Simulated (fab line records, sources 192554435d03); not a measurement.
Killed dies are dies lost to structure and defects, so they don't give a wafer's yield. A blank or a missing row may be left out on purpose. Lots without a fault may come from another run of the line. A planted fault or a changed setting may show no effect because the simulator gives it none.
Which tool did it? | flow n5_finfet | 10 lots, 30 wafers sampled, at 4 steps of a route of 1938

WHAT THE GAUGES READ, wafer by wafer
N5_BEOL_M11_THK_MEAS_53: measures by xrf. Usual: M11_THK 140 nm, standard deviation 3.4.
lot  | measured     | on            | M11_THK (nm) | flag
L372 | day 11 09:20 | film_metro-02 | 140 143 143  |
L371 | day 11 23:06 | film_metro-01 | 140 136 137  |
L375 | day 13 07:47 | film_metro-01 | 138 143 137  |
L377 | day 13 09:02 | film_metro-02 | 145 139 146  |
L379 | day 13 16:10 | film_metro-01 | 136 146 138  |
L381 | day 13 23:53 | film_metro-01 | 144 137 143  |
L383 | day 14 10:53 | film_metro-01 | 146 143 145  |
L389 | day 16 03:28 | film_metro-02 | 136 140 137  |
L390 | day 16 15:45 | film_metro-02 | 139 136 140  |
L391 | day 16 18:20 | film_metro-01 | 147 140 144  |

WHICH TOOL RAN EACH LOT (tool, then ch and the chambers of the sampled wafers, then the start)
lot  | N5_BEOL_M11_PECVD_70            | N5_BEOL_M11_PRE_CLEAN_45     | N5_BEOL_M11_CMP_52
L372 | pecvd-01 ch 0,1,2, day 10 23:18 | pvd_sputter-01, day 11 06:02 | cmp-01 ch 0,3, day 11 09:02
L371 | pecvd-04 ch 0,1,2, day 11 16:39 | pvd_sputter-02, day 11 21:26 | cmp-04 ch 0,1,3, day 11 22:53
L375 | pecvd-02 ch 1,2, day 13 00:29   | pvd_sputter-01, day 13 06:19 | cmp-01 ch 0,2,3, day 13 07:34
L377 | pecvd-04 ch 1,2, day 13 02:13   | pvd_sputter-01, day 13 06:45 | cmp-03 ch 1,2,3, day 13 08:44
L379 | pecvd-02 ch 0,1,2, day 13 10:11 | pvd_sputter-03, day 13 14:17 | cmp-04 ch 0,3, day 13 15:52
L381 | pecvd-04 ch 0,1,2, day 13 16:53 | pvd_sputter-02, day 13 22:18 | cmp-04 ch 1,2, day 13 23:36
L383 | pecvd-04 ch 0,1,2, day 14 02:10 | pvd_sputter-01, day 14 07:52 | cmp-01 ch 0,1,2, day 14 10:40
L389 | pecvd-02 ch 0,2, day 15 18:46   | pvd_sputter-03, day 16 00:21 | cmp-01 ch 1,3, day 16 03:11
L390 | pecvd-02 ch 0,1,2, day 16 08:19 | pvd_sputter-02, day 16 12:43 | cmp-04 ch 0,1,2, day 16 15:28
L391 | pecvd-01 ch 0,1,2, day 16 12:07 | pvd_sputter-02, day 16 16:19 | cmp-03 ch 0,3, day 16 18:02
- N5_BEOL_M11_PECVD_70: deposits SiO2 from TEOS/O2, target thk 20 nm, time 22.7 s.
- N5_BEOL_M11_PRE_CLEAN_45: time 30 s.
- N5_BEOL_M11_CMP_52: polishes, stops on SiCOH lowk, t overpolish 7 s, target thk 140 nm.

WHAT THE TOOLS THEMSELVES READ (means of the sampled wafers that have a number; where no wafer has one, the mark that the record gives instead)
N5_BEOL_M11_PECVD_70. Usual: heater_power_outer_w 411 W, standard deviation 56; heater_power_w 710 W, standard deviation 76; showerhead_plenum_p_Torr 8.79 Torr, standard deviation 0.047; susceptor_temp_C 400.03 C, standard deviation 0.2; throttle_valve_pct 22.6 %, standard deviation 1.2.
lot  | tool     | heater_power_outer_w (W) | heater_power_w (W) | showerhead_plenum_p_Torr (Torr) | susceptor_temp_C (C) | throttle_valve_pct (%) | flag
L372 | pecvd-01 | 408                      | 721                | 8.79                            | 400.01               | 22.0                   |
L371 | pecvd-04 | 423                      | 748                | 8.83                            | 400.15               | 22.8                   |
L375 | pecvd-02 | 424                      | 709                | 8.76                            | 400.11               | 22.3                   |
L377 | pecvd-04 | 370                      | 691                | 8.84                            | 399.85               | 23.4                   |
L379 | pecvd-02 | 375                      | 656                | 8.77                            | 399.96               | 23.0                   |
L381 | pecvd-04 | 424                      | 752                | 8.79                            | 400.00               | 22.9                   |
L383 | pecvd-04 | 396                      | 718                | 8.82                            | 400.00               | 23.0                   |
L389 | pecvd-02 | 391                      | 654                | 8.78                            | 400.21               | 22.6                   |
L390 | pecvd-02 | 384                      | 661                | 8.77                            | 399.97               | 23.1                   |
L391 | pecvd-01 | 449                      | 773                | 8.77                            | 400.14               | 22.2                   |

N5_BEOL_M11_PRE_CLEAN_45. Usual: heater_power_w 331 W, standard deviation 24; susceptor_temp_C 250.00 C, standard deviation 0.18.
lot  | tool           | heater_power_w (W) | susceptor_temp_C (C) | flag
L372 | pvd_sputter-01 | 343                | 250.21               |
L371 | pvd_sputter-02 | 326                | 249.98               |
L375 | pvd_sputter-01 | 316                | 250.09               |
L377 | pvd_sputter-01 | 334                | 250.06               |
L379 | pvd_sputter-03 | 315                | 249.88               |
L381 | pvd_sputter-02 | 338                | 249.78               |
L383 | pvd_sputter-01 | 324                | 250.03               |
L389 | pvd_sputter-03 | 330                | 249.99               |
L390 | pvd_sputter-02 | 334                | 249.93               |
L391 | pvd_sputter-02 | 325                | 249.87               |

N5_BEOL_M11_CMP_52. Usual: barrier_field_endpoint_s 28.7 s, standard deviation 0.91; motor_current_A 5.7 A, standard deviation 0.64.
lot  | tool   | barrier_field_endpoint_s (s) | motor_current_A (A) | flag
L372 | cmp-01 | 28.9                         | 5.4                 |
L371 | cmp-04 | 28.8                         | 6.1                 |
L375 | cmp-01 | 28.2                         | 5.7                 |
L377 | cmp-03 | 29.8                         | 5.8                 |
L379 | cmp-04 | 28.8                         | 6.4                 |
L381 | cmp-04 | 31.3                         | 5.6                 |
L383 | cmp-01 | 31.3                         | 5.9                 |
L389 | cmp-01 | 27.4                         | 4.9                 |
L390 | cmp-04 | 28.4                         | 6.0                 |
L391 | cmp-03 | 29.4                         | 6.0                 |

THE ANSWER, worked out from the rows above alone
Rule: a lot is off if the mean of its wafers that have a number lies more than 3 standard deviations from the usual mean. A lot without any number at a reading at which 4 lots or more have one is off too. The other lots that the step has rows for count as sound. The gauges are gone through in route order, then the tools' own readings, and for those a lot's mean is taken as printed above. The first step at which some lot is off is used, and at that step the reading that is off furthest; a lot without a number counts as furthest.
No lot is off at any reading shown: from this, nothing can be told.

WHAT THE SIMULATOR HAD PUT IN
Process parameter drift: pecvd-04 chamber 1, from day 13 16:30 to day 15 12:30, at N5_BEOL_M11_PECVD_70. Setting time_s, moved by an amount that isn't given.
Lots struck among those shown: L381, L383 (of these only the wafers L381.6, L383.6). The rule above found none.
